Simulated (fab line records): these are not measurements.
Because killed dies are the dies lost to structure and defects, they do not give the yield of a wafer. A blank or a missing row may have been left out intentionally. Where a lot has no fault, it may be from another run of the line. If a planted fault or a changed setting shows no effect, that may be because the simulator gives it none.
fab line records	flow nandHarc
[record] lots = 24	wafers = 72	lastDay = 24
route steps=1159 shown A_STAIRCASE@742 A_WL_FILL@810 A_CONTACT@864
lots that met no fault: from a run of the same line without faults
startH: hours from the record's first day to the start of the lot's first wafer shown	waitH: how many hours have passed since the lot's step before this one	" the same as in the row above	L1.1+2: a single row standing in for several wafers	- either no value or no given start	* or withheld: withheld	< > ~ a bound
route shown NAME@n: names a module that has steps shown in the file, with the first one's number in the route	usual: the fault-free wafers' mean and standard deviation	same: alike in all rows	chamber/n: place in a boat	sites: per-site readings	_std_site: the standard deviation of these	_edge_site: mean of outer sites minus mean of inner sites	radiusMm: how far each site lies from the wafer's centre	mask NAME#n: copy n	behind: the most recent tool/chamber to have shaped the wafer	hold: cause of the lot's hold/its duration in hours/its outcome	device: the transistor (n, p or np) that didn't switch	end of line: tests of these same wafers at the route's end	for a step that has no rows: nothing shown but its recipe	killed: not the wafer's yield, but the dies lost to structure and defects at the first sort	map: the dies of a wafer, with x for killed, . for not killed, _ for no die there
set.NAME: the setting as run; set.NAME@STEP: as run at that earlier step	model.NAME: the simulator's own value behind a step, which no gauge read
the route's steps for a sample of lots (tables are steps, rows are wafers)
services: when a tool's chamber went out of use (startH, in hours from the record's first day, below 0 if earlier), for how many hours, and the reason
[[steps]]
[step NHARC_A_STAIRCASE_DEP_471]
[recipe] targetThkA = 1000	tempC = 400	pressureTorr = 6.5	rfW = 900	teosFlowSccm = 161.4	flowSccm = 2650	targetThkNm = 100	gas = O2	material = SiO2
[usual] heaterPowerW = 534/71	susceptorTempC = 400.02/0.22	throttleValvePct = 15.7/0.79
lot.wafer	tool	chamber	startH	waitH	heaterPowerW	susceptorTempC	throttleValvePct
L075.3	pecvd-03	2	313.13	-	485	399.96	15.9
L075.2	"	1	"	"	573	400.19	15.7
L075.4	"	2	"	"	491	399.84	15.9
L076.1	pecvd-03	0	313.41	-	600	400.16	16.1
L076.2	"	1	"	"	470	399.85	15.9
L076.4	"	2	"	"	568	399.80	16.1
L074.1	pecvd-02	0	313.52	-	454	400.21	15.3
L074.6	"	2	"	"	649	399.93	14.9
L074.5	"	1	"	"	410	400.07	15.2
L079.3	pecvd-02	1	322.24	-	441	399.99	15.0
L079.2	"	2	"	"	607	399.79	15.4
L079.6	"	2	"	"	607	399.87	15.0
L078.3	pecvd-03	0	322.33	-	549	399.85	16.3
L078.5	"	1	"	"	468	399.72	15.9
L078.6	"	2	"	"	570	399.92	15.9
L077.3	pecvd-02	1	323.84	-	492	400.66	15.1
L077.2	"	2	"	"	627	400.15	15.2
L077.5	"	0	"	"	481	400.39	15.7
L080.2	pecvd-03	1	336.20	-	593	399.92	16.0
L080.1	"	0	"	"	533	399.97	16.1
L080.6	"	0	"	"	518	399.62	16.1
L082.3	pecvd-01	1	336.26	-	568	400.22	15.8
L082.4	"	1	"	"	585	400.53	15.9
L082.6	"	2	"	"	547	400.12	17.1
L081.2	pecvd-02	0	348.94	-	485	400.13	15.0
L081.3	"	2	"	"	539	399.64	15.1
L081.5	"	1	"	"	451	399.94	14.3
L084.1	pecvd-02	2	362.49	-	605	400.33	15.2
L084.4	"	1	"	"	470	400.11	14.4
L084.5	"	0	"	"	473	400.26	15.0
L083.2	pecvd-01	0	362.59	-	513	400.07	16.8
L083.5	"	0	"	"	505	400.16	16.7
L083.6	"	1	"	"	691	399.99	16.0
L087.2	pecvd-01	1	382.18	-	636	400.32	15.8
L087.3	"	2	"	"	662	399.49	17.1
L087.4	"	2	"	"	496	399.61	17.2
L085.2	pecvd-03	2	382.25	-	614	400.03	16.0
L085.3	"	0	"	"	549	399.64	16.4
L085.6	"	2	"	"	611	399.81	15.9
L088.1	pecvd-02	1	383.96	-	391	400.15	14.6
L088.4	"	2	"	"	583	400.18	14.9
L088.5	"	0	"	"	439	400.25	15.0
L086.3	pecvd-02	2	385.76	-	635	399.94	15.0
L086.4	"	2	"	"	643	400.23	15.3
L086.5	"	0	"	"	361	399.57	14.9
L089.2	pecvd-03	0	396.01	-	593	400.06	16.1
L089.3	"	2	"	"	604	399.96	15.8
L089.6	"	0	"	"	600	400.41	16.0
L091.3	pecvd-01	2	399.28	-	585	400.23	17.3
L091.2	"	1	"	"	621	400.12	16.0
L091.4	"	1	"	"	642	399.97	16.2
L090.1	pecvd-02	1	399.54	-	427	400.10	14.5
L090.3	"	2	"	"	577	400.08	15.2
L090.5	"	1	"	"	441	400.34	14.3
L094.1	pecvd-01	1	412.33	-	603	399.88	16.1
L094.6	"	2	"	"	563	400.14	17.5
L094.4	"	1	"	"	628	400.19	16.2
L093.1	pecvd-02	1	412.64	-	440	399.88	14.2
L093.5	"	0	"	"	505	399.91	14.7
L093.6	"	1	"	"	443	399.79	14.4
L092.1	pecvd-03	0	426.33	-	524	399.84	16.2
L092.2	"	2	"	"	500	399.91	16.0
L092.4	"	0	"	"	520	400.34	16.4
L095.2	pecvd-02	2	440.39	-	549	400.36	15.4
L095.3	"	0	"	"	434	399.74	15.0
L095.6	"	2	"	"	563	400.43	15.2
L096.3	pecvd-03	1	450.86	-	512	400.15	16.3
L096.4	"	0	"	"	590	399.90	16.7
L096.6	"	1	"	"	525	400.17	16.1
L097.2	pecvd-01	1	451.26	-	590	400.16	15.7
L097.3	"	2	"	"	548	400.01	17.1
L097.5	"	2	"	"	553	399.58	17.1
[step NHARC_A_STAIRCASE_INSPECT_155]
[usual] rawDefectCount = 319/110
lot.wafer	tool	chamber	startH	waitH	rawDefectCount
L075.2	defectInspect-01	-	313.74	0.1	382
L075.3	"	-	"	"	293
L075.4	"	-	"	"	298
L076.1	defectInspect-01	-	314.03	0.1	482
L076.2	"	-	"	"	407
L076.4	"	-	"	"	499
L074.1	defectInspect-01	-	314.12	0.1	141
L074.5	"	-	"	"	122
L074.6	"	-	"	"	166
L079.2	defectInspect-01	-	322.83	0.1	286
L079.3	"	-	"	"	312
L079.6	"	-	"	"	278
L078.3	defectInspect-01	-	322.93	0.1	219
L078.5	"	-	"	"	209
L078.6	"	-	"	"	253
L077.2	defectInspect-01	-	324.43	0.1	359
L077.3	"	-	"	"	237
L077.5	"	-	"	"	235
L080.1	defectInspect-02	-	336.82	0.1	227
L080.2	"	-	"	"	405
L080.6	"	-	"	"	373
L082.3	defectInspect-01	-	336.88	0.1	314
L082.4	"	-	"	"	295
L082.6	"	-	"	"	311
L081.2	defectInspect-01	-	349.56	0.1	358
L081.3	"	-	"	"	356
L081.5	"	-	"	"	275
L084.1	defectInspect-01	-	363.07	0.1	238
L084.4	"	-	"	"	263
L084.5	"	-	"	"	455
L083.2	defectInspect-02	-	363.18	0.1	409
L083.5	"	-	"	"	518
L083.6	"	-	"	"	494
L087.2	defectInspect-01	-	382.79	0.1	485
L087.3	"	-	"	"	307
L087.4	"	-	"	"	316
L085.2	defectInspect-01	-	382.94	0.1	205
L085.3	"	-	"	"	160
L085.6	"	-	"	"	185
L088.1	defectInspect-01	-	384.51	0.1	482
L088.4	"	-	"	"	522
L088.5	"	-	"	"	477
L086.3	defectInspect-01	-	386.38	0.1	493
L086.4	"	-	"	"	427
L086.5	"	-	"	"	441
L089.2	defectInspect-02	-	396.62	0.1	175
L089.3	"	-	"	"	230
L089.6	"	-	"	"	210
L091.2	defectInspect-01	-	399.90	0.1	246
L091.3	"	-	"	"	223
L091.4	"	-	"	"	230
L090.1	defectInspect-01	-	400.15	0.1	237
L090.3	"	-	"	"	235
L090.5	"	-	"	"	291
L094.1	defectInspect-02	-	412.89	0.1	618
L094.4	"	-	"	"	556
L094.6	"	-	"	"	964
L093.1	defectInspect-02	-	413.30	0.1	213
L093.5	"	-	"	"	363
L093.6	"	-	"	"	340
L092.1	defectInspect-01	-	426.95	0.1	526
L092.2	"	-	"	"	293
L092.4	"	-	"	"	276
L095.2	defectInspect-01	-	441.02	0.1	260
L095.3	"	-	"	"	227
L095.6	"	-	"	"	352
L096.3	defectInspect-02	-	451.45	0.1	285
L096.4	"	-	"	"	245
L096.6	"	-	"	"	487
L097.2	defectInspect-02	-	451.85	0.1	253
L097.3	"	-	"	"	193
L097.5	"	-	"	"	191
[step NHARC_A_WL_FILL_RTA_01]
[recipe] tempC = 1000	timeS = 5
[usual] annealTempCMax = 1004.1/1.4	lampPowerPct = 28.9/1.2	lamp_zone_7_pct = 29.4/1.2	wafer_temp_C_max = 1003.8/0.82
lot.wafer	tool	chamber	startH	waitH	annealTempCMax	lampPowerPct	lamp_zone_7_pct	wafer_temp_C_max
L076.1	rtpAnneal-01	0	335.84	-	1003.1	27.8	28.2	1003.2
L076.2	"	0	"	"	1002.7	27.8	28.3	1003.3
L076.4	"	0	"	"	1002.7	27.8	28.3	1003.7
L075.2	rtpAnneal-02	0	335.91	-	1005.1	30.3	30.8	1004.4
L075.3	"	0	"	"	1006.2	30.2	30.8	1004.5
L075.4	"	0	"	"	1005.5	30.2	30.7	1002.8
L074.1	rtpAnneal-01	0	336.01	-	1003.2	27.8	28.3	1004.4
L074.5	"	0	"	"	1003.4	27.8	28.2	1004.1
L074.6	"	0	"	"	1003.4	27.8	28.3	1005.3
L079.2	rtpAnneal-01	0	349.96	-	1002.5	27.8	28.3	1003.3
L079.3	"	0	"	"	1003.4	27.8	28.3	1004.6
L079.6	"	0	"	"	1002.0	27.8	28.3	1002.7
L078.3	rtpAnneal-01	0	350.16	-	1004.5	27.9	28.3	1005.9
L078.5	"	0	"	"	1003.2	27.8	28.3	1004.7
L078.6	"	0	"	"	1003.4	27.9	28.3	1004.1
L077.2	rtpAnneal-02	0	351.64	-	1004.3	30.2	30.8	1002.6
L077.3	"	0	"	"	1005.2	30.2	30.7	1003.8
L077.5	"	0	"	"	1004.1	30.3	30.8	1003.8
L080.1	rtpAnneal-02	0	358.87	-	1006.8	30.2	30.7	1004.0
L080.2	"	0	"	"	1005.2	30.3	30.8	1003.8
L080.6	"	0	"	"	1007.1	30.3	30.8	1003.7
L082.3	rtpAnneal-01	0	359.09	-	1003.7	27.8	28.3	1004.1
L082.4	"	0	"	"	1004.3	27.8	28.2	1003.6
L082.6	"	0	"	"	1003.6	27.8	28.3	1004.5
L081.2	rtpAnneal-01	0	374.21	-	1003.1	27.8	28.3	1003.6
L081.3	"	0	"	"	1003.5	27.8	28.3	1003.2
L081.5	"	0	"	"	1004.1	27.8	28.3	1003.4
L083.2	rtpAnneal-01	0	388.12	-	1002.9	27.8	28.3	1004.8
L083.5	"	0	"	"	1002.6	27.9	28.2	1003.2
L083.6	"	0	"	"	1002.7	27.9	28.3	1003.9
L084.1	rtpAnneal-02	0	388.25	0.4	1004.6	30.2	30.8	1004.7
L084.4	"	0	"	"	1004.9	30.3	30.7	1003.9
L084.5	"	0	"	"	1005.8	30.3	30.7	1004.2
L085.2	rtpAnneal-01	0	405.03	-	1002.5	27.8	28.2	1005.2
L085.3	"	0	"	"	1003.3	27.8	28.2	1003.5
L085.6	"	0	"	"	1002.3	27.8	28.2	1003.4
L087.2	rtpAnneal-02	0	405.20	-	1005.3	30.2	30.7	1003.5
L087.3	"	0	"	"	1005.1	30.2	30.7	1005.7
L087.4	"	0	"	"	1005.3	30.3	30.7	1002.9
L088.1	rtpAnneal-02	0	405.34	-	1006.0	30.2	30.7	1004.0
L088.4	"	0	"	"	1004.1	30.3	30.8	1003.6
L088.5	"	0	"	"	1005.6	30.3	30.8	1003.3
L086.3	rtpAnneal-02	0	413.15	-	1006.6	30.3	30.8	1004.2
L086.4	"	0	"	"	1004.3	30.2	30.8	1003.0
L086.5	"	0	"	"	1005.3	30.3	30.7	1003.6
L089.2	rtpAnneal-02	0	422.15	-	1006.8	30.3	30.8	1004.0
L089.3	"	0	"	"	1004.5	30.2	30.8	1002.5
L089.6	"	0	"	"	1006.6	30.3	30.7	1003.1
L090.1	rtpAnneal-01	0	428.77	-	1003.7	27.8	28.3	1003.6
L090.3	"	0	"	"	1003.6	27.8	28.3	1004.0
L090.5	"	0	"	"	1002.8	27.8	28.3	1004.0
L091.2	rtpAnneal-02	0	429.13	-	1005.9	30.3	30.7	1003.7
L091.3	"	0	"	"	1005.2	30.2	30.7	1003.5
L091.4	"	0	"	"	1004.8	30.2	30.8	1003.5
L094.1	rtpAnneal-01	0	435.06	-	1003.5	27.8	28.2	1003.7
L094.4	"	0	"	"	1002.1	27.8	28.2	1004.3
L094.6	"	0	"	"	1003.4	27.8	28.2	1004.2
L093.1	rtpAnneal-02	0	435.06	-	1006.1	30.3	30.8	1004.2
L093.5	"	0	"	"	1005.1	30.3	30.7	1003.9
L093.6	"	0	"	"	1005.1	30.2	30.8	1004.0
L092.1	rtpAnneal-01	0	450.32	-	1002.4	27.8	28.3	1005.0
L092.2	"	0	"	"	1003.2	27.8	28.2	1004.1
L092.4	"	0	"	"	1003.9	27.8	28.3	1003.4
L095.2	rtpAnneal-01	0	463.33	-	1002.9	27.9	28.3	1004.3
L095.3	"	0	"	"	1002.5	27.8	28.3	1006.3
L095.6	"	0	"	"	1002.8	27.8	28.3	1002.9
L096.3	rtpAnneal-02	0	477.29	-	1004.6	30.2	30.7	1004.4
L096.4	"	0	"	"	1005.4	30.2	30.8	1003.7
L096.6	"	0	"	"	1004.3	30.3	30.7	1004.7
L097.2	rtpAnneal-01	0	477.42	-	1003.7	27.8	28.3	1004.5
L097.3	"	0	"	"	1002.7	27.8	28.2	1002.7
L097.5	"	0	"	"	1003.0	27.8	28.3	1004.5
[step NHARC_A_WL_FILL_CVD_20]
[recipe] targetThkA = 750	tempC = 300	pressureTorr = 40	wf6FlowSccm = 40	h2FlowSccm = 1600	arFlowSccm = 1560	timeS = 5064	material = W
[usual] heaterPowerW = 452/26	mfcWf6Sccm = 40.02/0.13	susceptorTempC = 300.01/0.19	throttleValvePct = 8.13/0.25
lot.wafer	tool	chamber	startH	waitH	heaterPowerW	mfcWf6Sccm	susceptorTempC	throttleValvePct
L074.1	cvdW-01	0	-	-	429	40.11	299.90	8.36
L074.5	"	0	"	"	417	40.21	300.05	8.17
L074.6	"	1	"	"	488	39.76	300.49	8.30
L075.2	cvdW-02	1	-	-	435	40.13	300.21	7.79
L075.4	"	0	"	"	459	39.81	300.10	8.26
L075.3	"	1	"	"	444	40.01	299.85	7.94
L076.1	cvdW-01	0	-	-	411	40.12	300.38	8.18
L076.2	"	1	"	"	486	39.86	300.41	8.34
L076.4	"	0	"	"	415	39.95	300.30	8.11
L079.2	cvdW-02	0	-	-	470	40.05	300.05	8.31
L079.3	"	0	"	"	479	40.18	299.88	8.54
L079.6	"	1	"	"	449	40.22	300.08	7.96
L078.3	cvdW-01	1	-	-	479	39.89	299.80	8.31
L078.5	"	1	"	"	471	39.73	299.90	7.81
L078.6	"	0	"	"	413	39.87	299.82	8.27
L077.2	cvdW-01	1	-	-	481	40.06	-	8.27
L077.3	"	1	"	"	480	40.13	-	8.35
L077.5	"	1	"	"	481	39.97	-	8.51
L080.1	cvdW-01	1	-	-	497	40.00	-	8.33
L080.2	"	0	"	"	412	40.34	-	8.19
L080.6	"	0	"	"	423	39.92	-	8.06
L082.3	cvdW-02	0	-	-	469	40.04	300.07	8.39
L082.4	"	1	"	"	442	40.12	299.89	7.72
L082.6	"	1	"	"	442	40.02	299.95	7.68
L081.2	cvdW-02	0	-	-	470	40.19	-	7.93
L081.3	"	0	"	"	460	40.07	-	8.29
L081.5	"	0	"	"	461	40.11	-	8.28
L083.2	cvdW-01	0	-	-	429	39.95	-	8.26
L083.6	"	1	"	"	494	39.90	-	8.28
L083.5	"	0	"	"	427	39.75	-	8.16
L084.1	cvdW-02	0	-	-	465	39.96	300.06	7.95
L084.4	"	0	"	"	475	40.13	299.93	8.04
L084.5	"	1	"	"	442	39.84	299.89	7.72
L085.2	cvdW-01	1	-	-	487	40.04	-	8.26
L085.3	"	0	"	"	415	40.05	-	8.18
L085.6	"	1	"	"	485	40.05	-	8.25
L088.1	cvdW-02	0	-	-	476	40.03	300.33	7.82
L088.4	"	1	"	"	437	40.05	300.05	7.89
L088.5	"	0	"	"	476	40.13	299.99	8.16
L087.2	cvdW-01	1	-	-	480	40.09	300.16	8.22
L087.3	"	1	"	"	484	40.05	300.20	8.16
L087.4	"	0	"	"	423	40.00	299.69	8.64
L086.3	cvdW-02	1	-	-	443	40.23	300.01	7.86
L086.4	"	0	"	"	479	40.04	299.96	8.17
L086.5	"	0	"	"	468	39.90	299.95	8.33
L089.2	cvdW-02	1	-	-	435	40.14	300.15	7.83
L089.3	"	1	"	"	443	40.01	300.04	7.68
L089.6	"	0	"	"	463	39.94	300.01	8.21
L090.1	cvdW-02	0	-	-	477	39.90	299.69	8.38
L090.3	"	0	"	"	460	39.84	300.06	8.08
L090.5	"	1	"	"	445	40.06	299.59	7.99
L091.2	cvdW-01	0	-	-	417	40.05	300.26	8.06
L091.3	"	1	"	"	473	40.06	299.71	8.28
L091.4	"	0	"	"	416	39.75	300.33	8.24
L093.1	cvdW-01	0	-	-	423	40.02	299.94	8.28
L093.5	"	0	"	"	412	40.03	299.84	8.43
L093.6	"	0	"	"	432	40.17	299.87	8.18
L094.1	cvdW-02	1	-	-	450	39.86	300.05	7.69
L094.4	"	1	"	"	435	40.08	299.97	7.76
L094.6	"	1	"	"	444	40.02	300.55	7.85
L092.1	cvdW-02	1	-	-	463	39.87	-	7.58
L092.2	"	0	"	"	475	39.99	-	8.15
L092.4	"	1	"	"	449	40.05	-	7.90
L095.2	cvdW-02	0	-	-	469	40.23	299.77	8.44
L095.3	"	0	"	"	467	40.12	299.87	8.00
L095.6	"	0	"	"	469	39.98	299.78	8.31
L097.2	cvdW-01	1	-	-	486	39.76	300.03	8.20
L097.3	"	0	"	"	393	40.10	300.22	8.22
L097.5	"	1	"	"	482	39.88	300.24	8.20
L096.3	cvdW-02	1	-	-	436	40.05	299.91	7.77
L096.4	"	0	"	"	459	40.04	300.25	8.49
L096.6	"	1	"	"	440	40.00	299.99	7.88
[step NHARC_A_CONTACT_ETCH_113]
[recipe] sourceW = withheld	pressureMtorr = 20	biasV = 3000	timeS = 94	targetDepthA = 9220	arFlowSccm = withheld	c4f8FlowSccm = withheld	o2FlowSccm = withheld	chemistry = C4F8/O2/Ar
lot.wafer	tool	chamber	startH	waitH	rfHoursCounterH
L075.2	harCapEtch-02	0	374.02	0.1	8
L075.4	"	1	"	"	-
L075.3	"	0	"	"	-
L074.1	harCapEtch-03	1	374.22	0.1	81
L074.6	"	0	"	"	-
L074.5	"	1	"	"	-
L076.1	harCapEtch-03	1	376.66	0.1	82
L076.2	"	0	"	"	82
L076.4	"	0	"	"	-
L079.2	harCapEtch-03	1	386.26	0.1	85
L079.3	"	1	"	"	-
L079.6	"	0	"	"	-
L078.3	harCapEtch-03	1	388.72	0.1	-
L078.5	"	1	"	"	-
L078.6	"	0	"	"	-
L077.2	harCapEtch-03	0	394.36	0.1	87
L077.3	"	0	"	"	-
L077.5	"	0	"	"	-
L080.2	harCapEtch-03	0	402.04	0.1	88
L080.1	"	1	"	"	88
L080.6	"	1	"	"	-
L082.3	harCapEtch-01	0	404.07	0.1	-
L082.4	"	1	"	"	-
L082.6	"	0	"	"	-
L081.2	harCapEtch-03	1	412.22	0.1	90
L081.3	"	1	"	"	-
L081.5	"	0	"	"	-
L083.2	harCapEtch-01	1	426.33	0.1	67
L083.5	"	1	"	"	-
L083.6	"	0	"	"	-
L084.1	harCapEtch-02	0	428.17	0.1	19
L084.4	"	0	"	"	-
L084.5	"	0	"	"	-
L085.2	harCapEtch-03	0	436.71	0.1	93
L085.3	"	0	"	"	-
L085.6	"	0	"	"	-
L088.1	harCapEtch-01	0	439.73	0.1	70
L088.4	"	1	"	"	-
L088.5	"	1	"	"	-
L087.2	harCapEtch-03	0	442.08	0.1	95
L087.3	"	1	"	"	-
L087.4	"	0	"	"	-
L086.3	harCapEtch-03	0	447.72	0.1	-
L086.4	"	1	"	"	-
L086.5	"	1	"	"	-
L089.2	harCapEtch-02	0	453.81	0.1	25
L089.3	"	1	"	"	-
L089.6	"	0	"	"	-
L090.1	harCapEtch-03	1	465.43	0.1	98
L090.3	"	1	"	"	-
L090.5	"	1	"	"	-
L091.2	harCapEtch-02	1	467.34	0.1	28
L091.4	"	0	"	"	-
L091.3	"	1	"	"	-
L094.1	harCapEtch-03	0	470.53	0.1	100
L094.4	"	0	"	"	-
L094.6	"	0	"	"	-
L093.1	harCapEtch-02	1	473.56	0.1	29
L093.6	"	0	"	"	-
L093.5	"	1	"	"	-
L092.1	harCapEtch-02	0	491.06	0.1	31
L092.2	"	1	"	"	31
L092.4	"	0	"	"	-
L095.2	harCapEtch-03	1	496.96	0.1	104
L095.3	"	0	"	"	-
L095.6	"	0	"	"	-
L097.2	harCapEtch-02	1	509.94	0.1	34
L097.3	"	0	"	"	-
L097.5	"	0	"	"	-
L096.3	harCapEtch-01	0	510.49	0.1	-
L096.4	"	1	"	"	-
L096.6	"	0	"	"	-
[step NHARC_A_CONTACT_ETCH_120]
[recipe] sourceW = withheld	pressureMtorr = 20	biasV = 3000	timeS = 94	targetDepthA = 9220	arFlowSccm = withheld	c4f8FlowSccm = withheld	o2FlowSccm = withheld	chemistry = C4F8/O2/Ar
lot.wafer	tool	chamber	startH	waitH	rfHoursCounterH
L075.2	harCapEtch-02	0	374.66	0.1	9
L075.4	"	1	"	"	-
L075.3	"	0	"	"	-
L074.1	harCapEtch-03	1	374.85	0.1	81
L074.6	"	0	"	"	-
L074.5	"	1	"	"	-
L076.1	harCapEtch-03	1	377.29	0.1	83
L076.2	"	0	"	"	83
L076.4	"	0	"	"	-
L079.2	harCapEtch-03	1	386.90	0.1	85
L079.3	"	1	"	"	-
L079.6	"	0	"	"	-
L078.3	harCapEtch-03	1	389.35	0.1	-
L078.5	"	1	"	"	-
L078.6	"	0	"	"	-
L077.2	harCapEtch-03	0	394.99	0.1	88
L077.3	"	0	"	"	-
L077.5	"	0	"	"	-
L080.2	harCapEtch-03	0	402.68	0.1	89
L080.1	"	1	"	"	89
L080.6	"	1	"	"	-
L082.3	harCapEtch-01	0	404.70	0.1	-
L082.4	"	1	"	"	-
L082.6	"	0	"	"	-
L081.2	harCapEtch-03	1	412.85	0.1	91
L081.3	"	1	"	"	-
L081.5	"	0	"	"	-
L083.2	harCapEtch-01	1	426.97	0.1	68
L083.5	"	1	"	"	-
L083.6	"	0	"	"	-
L084.1	harCapEtch-02	0	428.81	0.1	20
L084.4	"	0	"	"	-
L084.5	"	0	"	"	-
L085.2	harCapEtch-03	0	437.35	0.1	94
L085.3	"	0	"	"	-
L085.6	"	0	"	"	-
L088.1	harCapEtch-01	0	440.37	0.1	71
L088.4	"	1	"	"	-
L088.5	"	1	"	"	-
L087.2	harCapEtch-03	0	442.92	0.1	95
L087.3	"	1	"	"	-
L087.4	"	0	"	"	-
L086.3	harCapEtch-03	0	448.35	0.1	-
L086.4	"	1	"	"	-
L086.5	"	1	"	"	-
L089.2	harCapEtch-02	0	454.54	0.1	26
L089.3	"	1	"	"	-
L089.6	"	0	"	"	-
L090.1	harCapEtch-03	1	466.07	0.1	99
L090.3	"	1	"	"	-
L090.5	"	1	"	"	-
L091.2	harCapEtch-02	1	467.98	0.1	28
L091.4	"	0	"	"	-
L091.3	"	1	"	"	-
L094.1	harCapEtch-03	0	471.17	0.1	100
L094.4	"	0	"	"	-
L094.6	"	0	"	"	-
L093.1	harCapEtch-02	1	474.20	0.1	30
L093.6	"	0	"	"	-
L093.5	"	1	"	"	-
L092.1	harCapEtch-02	0	491.70	0.1	32
L092.2	"	1	"	"	32
L092.4	"	0	"	"	-
L095.2	harCapEtch-03	1	497.60	0.1	105
L095.3	"	0	"	"	-
L095.6	"	0	"	"	-
L097.2	harCapEtch-02	1	510.58	0.1	34
L097.3	"	0	"	"	-
L097.5	"	0	"	"	-
L096.3	harCapEtch-01	0	511.12	0.1	-
L096.4	"	1	"	"	-
L096.6	"	0	"	"	-
[[services]]
tool	chamber	startH	hours	kind
pecvd-03	-	292.00	13.0	pm
cvdW-01	-	295.13	13.0	pm
rtpAnneal-02	-	300.21	12.0	pm
harCapEtch-02	-	305.00	17.0	pm
harCapEtch-02	0	305.00	17.0	ventCycle
harCapEtch-02	1	305.00	17.0	ventCycle
pecvd-01	-	319.09	1.2	repair
harCapEtch-02	0	322.00	-	clean
harCapEtch-02	1	322.00	-	clean
harCapEtch-01	-	328.83	0.3	repair
pecvd-02	-	334.00	13.0	pm
cvdW-02	1	345.76	4.9	repair
harCapEtch-01	-	363.27	0.3	repair
cvdW-02	-	379.53	13.0	pm
cvdW-02	0	379.53	13.0	ventCycle
pecvd-01	-	392.67	6.3	repair
pecvd-02	2	403.67	6.9	repair
pecvd-02	2	411.58	6.3	repair
pecvd-01	-	418.00	13.0	pm
harCapEtch-03	-	471.93	0.8	repair
pecvd-03	-	473.06	13.0	pm
cvdW-01	-	476.13	13.0	pm
pecvd-02	0	506.60	12.7	repair
pecvd-03	1	508.97	11.0	repair
[[key]]
fault none
